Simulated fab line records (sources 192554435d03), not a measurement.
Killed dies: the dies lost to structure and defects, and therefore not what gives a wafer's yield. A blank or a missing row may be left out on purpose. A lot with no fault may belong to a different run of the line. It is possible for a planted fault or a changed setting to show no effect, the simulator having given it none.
fab line records	flow n5_finfet
record: lots: 10	wafers: 29	last_day: 20
route steps=1938 shown BEOL_M4@1111 BEOL_M9@1423 BEOL_M10@1483 PASSIVATION@1936
lots untouched by any fault: they come from a run of this same line in which no faults occurred
start_h: hours from the record's opening day to when the first of the lot's shown wafers began	wait_h: hours from the lot's prior step to this one	" identical to the entry in the row above	L1.1+2: a single row standing in for several wafers	- either no value or no given start	* or withheld: withheld	< > ~ a bound
route shown NAME@n: names a module that has steps shown in the file, with the first one's number in the route	usual: average and standard deviation across the fault-free wafers	same: alike in all rows	chamber/n: place in a boat	sites: readings site by site	_std_site: the values' standard deviation	_edge_site: mean of outer sites minus mean of inner sites	radius_mm: for every site, how far away it sits from the centre of the wafer	mask NAME#n: copy n	behind: the tool/chamber that last shaped the wafer	hold: the reason the lot was held/the length of the hold in hours/how it ended	device: the transistor (n, p or np) that didn't switch	end of line: tests run on the same wafers once the route is complete	a step with no rows: only its recipe	killed: dies lost to structure and defects at the first sort, not the wafer's yield	map: a wafer's dies, x killed, . not, _ none there
set.NAME: the run value of the setting; set.NAME@STEP: its run value at that earlier step	model.NAME: the simulator's own value behind a step, which no gauge read
the route's steps for a sample of lots (tables are steps, rows are wafers)
services: from which hour (start_h, from the record's first day; less than 0 if before it) a tool's chamber was out of use, for how many hours, and why
== steps ==
step: N5_BEOL_M4_RC_MEAS_101
usual: DIBL_N: 36.5/2.1	DIBL_P: 36.6/2.6	IOFF_N: 0.17/0.044	IOFF_P: 0.21/0.048	ION_N: 674/17	ION_P: 462/9.5	SS_N: 71.6/0.77	SS_P: 73.5/0.72	VT_N: 250/4.2	VT_P: -250/3.9
lot.wafer	tool	chamber	start_h	wait_h	DIBL_N[mV/V]	DIBL_P[mV/V]	IOFF_N[nA/um]	IOFF_P[nA/um]	ION_N[uA/um]	ION_P[uA/um]	SS_N[mV/dec]	SS_P[mV/dec]	VT_N[mV]	VT_P[mV]
L284.2	prober-02	0	194.37	0.2	36.8	36.2	0.19	0.25	686	468	71.4	74.0	246	-245
L284.3	"	0	"	"	34.5	33.7	0.15	0.22	673	466	71.3	73.4	252	-247
L284.5	"	0	"	"	35.9	34.8	0.18	0.22	683	469	71.5	73.4	245	-249
L287.1	prober-02	0	227.58	0.0	37.2	37.7	0.14	0.20	667	462	71.1	73.0	253	-253
L287.4	"	0	"	"	40.6	42.3	0.24	0.28	706	478	72.4	74.4	241	-245
L287.5	"	0	"	"	39.5	40.8	0.20	0.25	685	465	72.2	74.3	248	-247
L290.1	prober-01	0	261.62	0.0	39.1	39.4	0.21	0.24	694	469	72.9	74.1	247	-248
L290.3	"	0	"	"	37.9	39.1	0.18	0.23	666	461	72.4	73.7	250	-251
L290.6	"	0	"	"	34.6	33.8	0.12	0.17	664	457	70.8	73.6	255	-254
L294.1	prober-01	0	270.26	0.0	37.4	37.5	0.16	0.22	680	464	71.7	73.9	251	-249
L294.4	"	0	"	"	37.1	36.5	0.14	0.21	658	465	72.3	73.2	254	-248
L294.6	"	0	"	"	35.6	34.6	0.12	0.18	665	464	71.1	72.7	255	-251
L298.1	prober-02	0	277.93	0.0	34.3	33.9	0.12	0.15	659	451	71.0	73.1	258	-258
L298.2	"	0	"	"	36.0	37.2	0.16	0.21	688	466	71.6	73.3	249	-253
L298.6	"	0	"	"	36.1	37.2	0.15	0.21	662	455	71.7	74.1	251	-253
L297.1	prober-01	0	288.22	0.0	38.7	38.6	0.21	0.25	703	473	71.7	74.1	243	-249
L297.2	"	0	"	"	38.1	38.9	0.21	0.25	696	480	71.5	73.7	244	-248
L297.4	"	0	"	"	36.4	36.6	0.16	0.21	677	455	70.9	73.3	248	-250
L299.2	prober-02	0	300.94	0.7	35.9	32.5	0.13	0.17	642	446	70.9	72.0	254	-252
L299.6	"	0	"	"	33.9	32.2	0.11	0.17	643	449	70.0	71.7	252	-249
L300.1	prober-01	0	320.73	0.6	35.4	36.2	0.16	0.21	656	459	71.1	74.2	251	-250
L300.3	"	0	"	"	36.4	38.3	0.19	0.23	682	465	71.7	74.2	247	-251
L300.5	"	0	"	"	34.7	35.6	0.14	0.19	649	455	71.7	73.3	253	-250
L302.1	prober-01	0	323.65	0.0	36.8	35.2	0.14	0.17	642	446	71.7	73.2	255	-254
L302.3	"	0	"	"	39.7	40.8	0.23	0.27	699	477	72.2	73.9	247	-245
L302.5	"	0	"	"	41.3	41.4	0.27	0.28	686	459	73.6	74.2	246	-251
L304.4	prober-01	0	331.73	0.5	37.5	38.9	0.19	0.24	684	467	71.8	73.3	248	-251
L304.5	"	0	"	"	36.8	37.7	0.17	0.23	680	472	72.5	73.1	249	-248
L304.6	"	0	"	"	38.7	40.5	0.22	0.26	683	461	72.5	73.6	247	-246
step: N5_BEOL_M9_STRIP_19
recipe: chemistry: O2	power_w: 400	temp_c: 40	pressure_mtorr: 30	rf_frequency_hz: 6e+07	bias_power_w: 0	overash_fraction: 0.2	o2_flow_sccm: 225
usual: drypump_motor_current_A: 5.6/0.36	oes_product_au: 0.77/0.066	rf_vpp_V: 3.7/0.58	showerhead_plenum_p_Torr: 2.10/0.077	throttle_valve_pct: 16.69/0.2
lot.wafer	tool	chamber	start_h	wait_h	drypump_motor_current_A	oes_product_au	rf_hours_counter_h	rf_vpp_V	showerhead_plenum_p_Torr	throttle_valve_pct
L284.2	rie_diel-02	1	241.77	0.4	5.4	0.83	81	3.0	2.20	16.41
L284.3	"	0	"	"	5.5	0.79	117	3.5	2.02	16.55
L284.5	"	1	"	"	5.4	0.83	-	3.0	2.20	16.39
L287.1	rie_diel-03	1	271.17	0.1	6.4	0.75	178	3.6	2.12	16.92
L287.4	"	0	"	"	6.0	0.84	59	3.1	2.13	16.59
L287.5	"	0	"	"	6.0	0.84	-	2.8	2.13	16.58
L290.1	rie_diel-03	0	300.67	0.1	6.0	0.84	71	4.2	2.13	16.62
L290.3	"	3	"	"	5.0	0.72	207	3.5	2.16	16.99
L290.6	"	3	"	"	4.9	0.72	-	4.5	2.16	17.01
L294.1	rie_diel-06	3	313.68	0.3	5.8	0.67	232	3.1	2.04	16.79
L294.4	"	0	"	"	5.5	0.86	54	4.1	2.08	16.54
L294.6	"	3	"	"	5.8	0.68	-	3.8	2.04	16.81
L298.1	rie_diel-03	0	326.66	0.1	6.0	0.83	78	3.2	2.13	16.62
L298.2	"	1	"	"	6.5	0.75	197	3.5	2.11	16.95
L298.6	"	1	"	"	6.4	0.74	-	4.2	2.11	16.93
L297.1	rie_diel-02	2	335.73	0.1	5.5	0.70	228	3.7	2.08	16.87
L297.2	"	0	"	"	5.5	0.77	147	4.2	2.01	16.60
L297.4	"	3	"	"	5.6	0.70	245	3.6	1.95	16.80
L299.2	rie_diel-02	1	338.49	0.1	5.4	0.80	113	3.6	2.19	16.47
L299.6	"	0	"	"	5.5	0.76	-	2.9	2.01	16.61
L302.1	rie_diel-03	2	363.02	0.1	5.4	0.88	17	2.9	2.17	16.52
L302.3	"	1	"	"	6.5	0.74	207	4.5	2.11	16.97
L302.5	"	2	"	"	5.4	0.89	-	4.8	2.17	16.53
L300.1	rie_diel-06	3	368.66	0.1	5.8	0.67	253	3.9	2.03	16.84
L300.3	"	0	"	"	5.5	0.83	76	3.4	2.07	16.55
L300.5	"	0	"	"	5.5	0.83	-	3.0	2.07	16.57
L304.4	rie_diel-06	0	378.73	0.1	5.5	0.83	-	4.5	2.07	16.58
L304.5	"	2	"	"	5.8	0.74	-	3.5	1.95	16.86
L304.6	"	1	"	"	5.4	0.78	-	3.5	2.10	16.73
step: N5_BEOL_M9_ETCH_41
recipe: chemistry: CH3F/O2	target: SiCN	target_depth_a: 366	taper_deg: 2	time_s: 70.1	ion_energy_ev: 120	mask_material: TiN	pressure_mtorr: 30	source_w: 395	bias_w: 75	Ar_flow_sccm: 150	CH3F_flow_sccm: 30	O2_flow_sccm: 20
usual: drypump_motor_current_A: 5.6/0.35	oes_product_au: 0.77/0.07	rf_vpp_V: 297.2/1.6	showerhead_plenum_p_Torr: 1.99/0.072	throttle_valve_pct: 16.35/0.21
lot.wafer	tool	chamber	start_h	wait_h	drypump_motor_current_A	oes_product_au	rf_hours_counter_h	rf_vpp_V	showerhead_plenum_p_Torr	throttle_valve_pct
L284.2	rie_diel-06	3	-	-	5.8	0.69	212	296.8	1.98	16.56
L284.3	"	1	"	"	5.4	0.83	80	298.6	2.05	16.46
L284.5	"	0	"	"	5.5	0.90	-	296.9	1.96	15.99
L287.1	rie_diel-06	2	-	-	5.8	0.76	130	294.4	1.84	16.30
L287.4	"	0	"	"	5.5	0.89	43	296.9	1.96	16.01
L287.5	"	3	"	"	5.8	0.68	-	297.2	1.98	16.60
L290.1	rie_diel-02	2	-	-	5.5	0.73	215	296.7	1.99	16.45
L290.3	"	0	"	"	5.5	0.77	136	295.9	1.92	16.23
L290.6	"	1	"	"	5.4	0.82	-	299.3	2.10	16.13
L294.1	rie_diel-06	3	-	-	5.8	0.67	233	296.4	1.98	16.62
L294.4	"	1	"	"	5.4	0.80	100	298.2	2.04	16.52
L294.6	"	0	"	"	5.5	0.85	-	297.5	1.95	16.03
L298.1	rie_diel-03	1	-	-	6.5	0.74	199	296.9	1.99	16.44
L298.2	"	3	"	"	4.9	0.72	216	299.1	2.06	16.66
L298.6	"	0	"	"	6.0	0.80	-	299.2	2.02	16.24
L297.1	rie_diel-02	1	-	-	5.4	0.82	112	300.1	2.10	16.16
L297.2	"	2	"	"	5.5	0.72	228	297.9	1.98	16.47
L297.4	"	3	"	"	5.7	0.68	246	294.8	1.87	16.52
L299.2	rie_diel-03	2	-	-	5.4	0.92	11	299.0	2.05	16.02
L299.6	"	1	"	"	6.5	0.74	-	296.5	1.99	16.44
L302.1	rie_diel-03	1	-	-	6.4	0.74	208	296.1	1.98	16.46
L302.3	"	3	"	"	4.9	0.72	225	299.9	2.06	16.68
L302.5	"	2	"	"	5.4	0.90	-	298.2	2.05	16.04
L300.1	rie_diel-06	0	-	-	5.5	0.82	76	297.9	1.95	16.07
L300.3	"	1	"	"	5.4	0.78	121	298.0	2.03	16.55
L300.5	"	3	"	"	5.8	0.66	-	296.7	1.97	16.64
L304.4	rie_diel-06	2	-	-	5.8	0.73	-	294.4	1.84	16.35
L304.5	"	1	"	"	5.4	0.78	-	298.5	2.03	16.55
L304.6	"	0	"	"	5.5	0.82	-	296.2	1.95	16.08
step: N5_BEOL_M9_ECD_50
recipe: material: Cu	target_thk_a: 3180
lot.wafer	tool	chamber	start_h	wait_h
L284.2+3+5	ecd_cu-02	0,0,1	247.04	0.1
L287.1+4+5	ecd_cu-01	0	276.84	0.1
L290.1+3+6	ecd_cu-01	1,1,0	303.43	0.1
L294.1+4+6	ecd_cu-01	1,0,1	318.62	0.1
L298.1+2+6	ecd_cu-02	0,1,0	333.18	0.1
L297.1+2+4	ecd_cu-01	1,0,0	339.01	0.1
L299.2+6	ecd_cu-02	1	345.08	0.1
L302.1+3+5	ecd_cu-02	0,1,0	365.94	0.1
L300.1+3+5	ecd_cu-02	0,1,1	372.27	0.1
L304.4+5+6	ecd_cu-01	1,0,1	385.94	0.1
step: N5_BEOL_M9_CMP_52
recipe: stop_on: SiCOH_lowk	t_overpolish_s: 7	down_force_psi: 1	platen_rpm: 50	clearing_platen_down_force_psi: 1.5	clearing_platen_rpm: 50	post_cmp_clean: cu_alkaline	target_thk_nm: 140	clearing_platen_pad_velocity_m_s: 0.99484	pad_velocity_m_s: 0.99484
usual: head_pressure_psi: 1.0000/0.002	motor_current_A: 6.1/0.72	time_to_endpoint_s: 66/4.5
lot.wafer	tool	chamber	start_h	wait_h	head_pressure_psi	motor_current_A	time_to_endpoint_s
L284.3	cmp-01	0	247.66	0.2	0.9996	7.6	66
L284.2	"	1	"	"	0.9982	5.5	60
L284.5	"	1	"	"	1.0010	5.1	60
L287.1	cmp-02	1	277.32	0.3	0.9974	5.8	65
L287.4	"	2	"	"	0.9990	5.1	64
L287.5	"	0	"	"	1.0001	8.1	65
L290.3	cmp-04	3	304.22	0.2	0.9986	6.4	73
L290.1	"	0	"	"	1.0002	5.9	70
L290.6	"	2	"	"	0.9973	5.6	70
L294.4	cmp-04	2	319.03	0.1	1.0011	5.3	69
L294.1	"	0	"	"	1.0032	6.2	73
L294.6	"	3	"	"	1.0008	6.4	73
L298.1	cmp-01	2	333.58	0.3	1.0051	6.0	68
L298.2	"	3	"	"	0.9999	5.5	72
L298.6	"	2	"	"	1.0005	5.8	67
L297.2	cmp-01	0	339.97	0.2	1.0028	7.3	64
L297.4	"	2	"	"	0.9983	6.2	69
L297.1	"	3	"	"	0.9988	5.6	71
L299.2	cmp-04	2	345.83	0.4	1.0000	5.3	64
L299.6	"	1	"	"	0.9985	6.7	69
L302.3	cmp-01	3	366.40	0.2	0.9973	5.7	5
L302.1	"	1	"	"	0.9988	5.3	0
L302.5	"	2	"	"	1.0003	6.1	2
L300.1	cmp-01	2	372.99	0.3	0.9985	6.2	2
L300.3	"	3	"	"	1.0010	5.5	5
L300.5	"	2	"	"	0.9990	6.2	4
L304.4	cmp-02	0	386.39	0.2	0.9957	7.7	3
L304.6	"	2	"	"	1.0032	5.0	3
L304.5	"	3	"	"	0.9999	6.4	0
step: N5_BEOL_M10_CD_MEAS_11
recipe: target_cd_nm: 64.1	landing_energy_ev: 500	detector: se_inlens	polarity: opening
usual: cd_nm: 64.1/0.59
lot.wafer	tool	chamber	start_h	wait_h	cd_nm
L284.2	cd_sem-03	0	250.65	-	62.8
L284.3	"	0	"	"	63.9
L284.5	"	0	"	"	63.8
L287.1	cd_sem-02	0	279.89	-	63.2
L287.4	"	0	"	"	64.6
L287.5	"	0	"	"	64.3
L290.1	cd_sem-03	0	306.97	-	64.2
L290.3	"	0	"	"	64.3
L290.6	"	0	"	"	63.2
L294.1	cd_sem-03	0	322.08	-	65.6
L294.4	"	0	"	"	64.4
L294.6	"	0	"	"	63.7
L298.1	cd_sem-03	0	335.82	-	64.3
L298.2	"	0	"	"	65.1
L298.6	"	0	"	"	63.9
L297.1	cd_sem-02	0	342.19	-	64.3
L297.2	"	0	"	"	64.3
L297.4	"	0	"	"	64.0
L299.2	cd_sem-03	0	348.80	-	64.2
L299.6	"	0	"	"	64.4
step: N5_PASSIVATION_PROBE_49
usual: defect_limited_yield: 91.2/1.5	killed_at_M0_to_M3: 36/10	killed_at_M4_up: 14/5.2	killed_at_contacts: 12/6	killed_at_front_end: 37/10	killed_at_other: 4/3.3	killed_dies: 104/18	killed_on_rim: 14/4.1	killed_open: 68/14	killed_short: 34/7.4	sort_bin_5_function: 5.2/1	sort_bin_6_memory: 3.3/0.7	sort_bin_8_speed: 0.01/0.045	sort_n_pass: 1076/18	sort_yield_pct: 91.2/1.5
same: gross_dies: 1180	killed_at_back_side: 0	sort_bin_4_leakage[%]: 0
lot.wafer	tool	chamber	start_h	wait_h	defect_limited_yield[%]	killed_at_M0_to_M3	killed_at_M4_up	killed_at_contacts	killed_at_front_end	killed_at_other	killed_dies	killed_on_rim	killed_open	killed_short	sort_bin_5_function[%]	sort_bin_6_memory[%]	sort_bin_8_speed[%]	sort_n_pass	sort_yield_pct[%]
L287.1	prober-01	-	337.20	0.0	92.5	33	11	6	38	0	88	11	46	42	4.5	2.4	0	1092	92.5
L287.4	prober-01	-	337.35	0.2	92.0	36	19	2	35	2	94	15	60	30	4.2	3.6	0	1086	92.0
L287.5	prober-01	-	337.40	0.2	91.9	37	22	6	30	1	96	9	58	36	4.7	3.0	0	1084	91.9
L294.1	prober-01	-	375.60	0.0	91.9	28	16	9	40	3	96	14	62	34	5.0	2.8	0	1084	91.9
L294.4	prober-01	-	375.75	0.2	93.1	24	16	7	34	1	82	7	50	31	3.6	3.1	0	1098	93.1
L294.6	prober-01	-	375.85	0.3	91.3	40	10	8	44	1	103	12	63	40	5.5	2.9	0	1077	91.3
L302.1	prober-02	-	439.42	0.0	0	50	1066	10	46	8	1180	152	91	36	96.0	3.6	0	0	0
L302.3	prober-02	-	439.52	0.1	0	40	1075	16	45	4	1180	152	86	28	97.2	2.5	0	0	0
L302.5	prober-02	-	439.62	0.2	0	46	1092	7	29	6	1180	152	68	29	96.9	2.5	0	0	0
L304.4	prober-02	-	460.19	0.2	0	42	1109	7	22	0	1180	152	54	26	97.5	2.1	0	0	0
L304.5	prober-02	-	460.24	0.2	0	42	1104	6	27	1	1180	152	55	30	97.1	2.6	0	0	0
L304.6	prober-02	-	460.29	0.3	0	54	1086	16	23	1	1180	152	72	30	95.6	4.3	0	0	0
L300.1	prober-01	-	470.34	0.0	0	36	1091	9	43	1	1180	152	64	35	97.0	2.8	0	0	0
L300.3	prober-01	-	470.44	0.1	0	26	1092	4	47	11	1180	152	76	27	95.4	4.2	0	0	0
L300.5	prober-01	-	470.54	0.2	0	22	1092	12	48	6	1180	152	62	31	96.5	3.3	0	0	0
killed by level:class
L287.1 STI_FIN_REVEAL:geometric_particle:open=10 BEOL_M3:geometric_particle:short=8 BEOL_M0_SAQP:geometric_particle:short=7 FIN_SAQP:geometric_particle:short=6 BEOL_M4:geometric_particle:open=6 MOL_CONTACT_COAG:geometric_particle:open=6 BEOL_M3:geometric_particle:open=5 BEOL_M2:geometric_particle:short=4
L287.4 BEOL_M4:geometric_particle:open=10 BEOL_M0_SAQP:geometric_particle:open=7 BEOL_M3:geometric_particle:open=7 BEOL_M1:geometric_particle:open=7 FIN_SAQP:geometric_particle:short=6 BEOL_M0_SAQP:geometric_particle:short=5 BEOL_M2:geometric_particle:open=5 STARTING-WAFER:geometric_particle:short=5
L287.5 BEOL_M4:geometric_particle:open=9 FIN_SAQP:geometric_particle:open=8 BEOL_M1:geometric_particle:open=8 FIN_SAQP:geometric_particle:short=7 BEOL_M2:geometric_particle:open=7 BEOL_M3:geometric_particle:short=6 STI_FIN_REVEAL:geometric_particle:open=5 MOL_CONTACT_COAG:geometric_particle:open=5
L294.1 FIN_SAQP:geometric_particle:short=12 FIN_SAQP:geometric_particle:open=9 BEOL_M0_SAQP:geometric_particle:open=8 MOL_CONTACT_COAG:geometric_particle:open=7 ILD0:geometric_particle:open=5 BEOL_M0_SAQP:geometric_particle:short=5 BEOL_M2:geometric_particle:open=5 GATE_CUT:geometric_particle:short=4
L294.4 FIN_SAQP:geometric_particle:short=15 FIN_SAQP:geometric_particle:open=8 BEOL_M0_SAQP:geometric_particle:open=7 MOL_CONTACT_COAG:geometric_particle:open=6 BEOL_M0_SAQP:geometric_particle:short=6 BEOL_M3:geometric_particle:open=6 BEOL_M4:geometric_particle:open=6 STARTING-WAFER:geometric_particle:short=3
L294.6 FIN_SAQP:geometric_particle:short=11 BEOL_M0_SAQP:geometric_particle:open=11 BEOL_M0_SAQP:geometric_particle:short=11 BEOL_M3:geometric_particle:open=11 FIN_SAQP:geometric_particle:open=10 GATE_CUT:geometric_particle:short=7 MOL_CONTACT_COAG:geometric_particle:open=7 ILD0:geometric_particle:short=5
L302.1 BEOL_M9:area_ecd=1052 BEOL_M2:geometric_particle:open=20 STI_FIN_REVEAL:geometric_particle:open=15 BEOL_M1:geometric_particle:open=11 MOL_CONTACT_COAG:geometric_particle:open=8 FIN_SAQP:geometric_particle:open=7 BEOL_M0_SAQP:geometric_particle:open=6 BEOL_M0_SAQP:geometric_particle:short=5
L302.3 BEOL_M9:area_ecd=1066 BEOL_M1:geometric_particle:open=15 MOL_CONTACT_COAG:geometric_particle:open=12 BEOL_M2:geometric_particle:open=11 STI_FIN_REVEAL:geometric_particle:open=10 FIN_SAQP:geometric_particle:open=9 BEOL_M3:geometric_particle:open=6 FIN_SAQP:geometric_particle:short=4
L302.5 BEOL_M9:area_ecd=1081 BEOL_M0_SAQP:geometric_particle:short=8 BEOL_M1:geometric_particle:open=8 BEOL_M2:geometric_particle:open=8 BEOL_M3:geometric_particle:open=8 MOL_CONTACT_COAG:geometric_particle:open=6 BEOL_M0_SAQP:geometric_particle:open=6 FIN_SAQP:geometric_particle:open=5
L304.4 BEOL_M9:area_ecd=1099 BEOL_M3:geometric_particle:open=8 BEOL_M3:geometric_particle:short=7 BEOL_M1:geometric_particle:open=7 BEOL_M0_SAQP:geometric_particle:open=6 MOL_CONTACT_COAG:geometric_particle:open=6 BEOL_M2:geometric_particle:open=6 BEOL_M1:geometric_particle:short=5
L304.5 BEOL_M9:area_ecd=1094 BEOL_M3:geometric_particle:open=14 BEOL_M1:geometric_particle:open=9 MOL_CONTACT_COAG:geometric_particle:open=6 BEOL_M0_SAQP:geometric_particle:short=6 FIN_SAQP:geometric_particle:open=5 GATE_CUT:geometric_particle:short=5 BEOL_M0_SAQP:geometric_particle:open=5
L304.6 BEOL_M9:area_ecd=1077 MOL_CONTACT_COAG:geometric_particle:open=14 BEOL_M3:geometric_particle:open=13 BEOL_M0_SAQP:geometric_particle:open=10 BEOL_M0_SAQP:geometric_particle:short=9 BEOL_M2:geometric_particle:open=9 BEOL_M1:geometric_particle:open=5 GATE_CUT:geometric_particle:short=4
L300.1 BEOL_M9:area_ecd=1079 BEOL_M2:geometric_particle:open=12 STI_FIN_REVEAL:geometric_particle:open=11 FIN_SAQP:geometric_particle:open=9 FIN_SAQP:geometric_particle:short=6 BEOL_M0_SAQP:geometric_particle:open=6 GATE_CUT:geometric_particle:short=5 MOL_CONTACT_COAG:geometric_particle:open=5
L300.3 BEOL_M9:area_ecd=1077 FIN_SAQP:geometric_particle:open=22 GATE_CUT:geometric_particle:open=9 FIN_SAQP:geometric_particle:short=8 BEOL_M0_SAQP:geometric_particle:short=8 BEOL_M5:geometric_particle:open=8 BEOL_M0_SAQP:geometric_particle:open=6 MIM_TOP:geometric_particle:open=5
L300.5 BEOL_M9:area_ecd=1086 FIN_SAQP:geometric_particle:open=14 MOL_CONTACT_COAG:geometric_particle:open=10 STI_FIN_REVEAL:geometric_particle:open=9 GATE_CUT:geometric_particle:short=8 FIN_SAQP:geometric_particle:short=5 BEOL_M1:geometric_particle:open=5 DUMMY_GATE:geometric_particle:open=4
== services ==
tool	chamber	start_h	hours	kind
rie_diel-03	2	220.43	3.6	repair
rie_diel-02	3	230.01	2.4	repair
cmp-02	-	231.63	10.3	pm
rie_diel-02	0	252.10	6.5	repair
cmp-02	-	259.41	4.0	pm
cmp-01	-	269.12	8.4	pm
cmp-01	-	278.95	0.5	repair
rie_diel-03	2	285.40	-	clean
cmp-02	-	289.59	4.6	pm
cmp-02	-	321.72	0.3	repair
cmp-01	-	325.02	0.8	repair
cmp-02	-	328.59	0.6	repair
rie_diel-06	2	331.76	38.5	repair
cmp-04	-	346.47	12.1	pm
cmp-02	-	359.12	1.0	repair
cmp-02	-	367.04	9.2	repair
rie_diel-06	3	370.23	-	clean
rie_diel-06	3	370.23	-	consumable_replace:focus_ring
rie_diel-06	3	370.23	16.8	scheduled_down
rie_diel-06	3	370.23	16.8	vent_cycle
cmp-01	-	375.79	4.0	pm
rie_diel-03	-	377.95	28.1	pm
rie_diel-02	-	383.26	0.5	repair
cmp-04	-	385.72	4.0	pm
== key ==
first_sign: step: N5_BEOL_M9_CMP_52	reading: time_to_endpoint_s	direction: down	sigmas: 14	usual: *	struck: *
effect: step: N5_PASSIVATION_PROBE_49	reading: killed_at_M4_up	direction: up	sigmas: 99+	usual: 14	struck: 1090
more_kills_born_at: N5_BEOL_M9_ECD_50@ecd_cu-02: 6441	N5_BEOL_M9_ECD_50@ecd_cu-01: 3270
met_at N5_BEOL_M9_ECD_50
struck_lots L300,L302,L304
later_rows_left_out L300.1,L300.3,L300.5,L302.1,L302.3,L302.5,L304.4,L304.5,L304.6
not_acting_at N5_BEOL_M9_STRIP_19,N5_BEOL_M9_ETCH_41,N5_BEOL_M10_CD_MEAS_11
onset_between 345.08 365.94
also_fits time
fault: kind: skipped_step_whole	tool: ecd_cu-01,ecd_cu-02	chamber: -	onset_h: 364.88	steps: N5_BEOL_M9_ECD_50	scope: struck_lots_only
later_rows_left_out: the simulator's readings of these wafers behind a module that went badly wrong aren't trusted and aren't shown, but for the sort
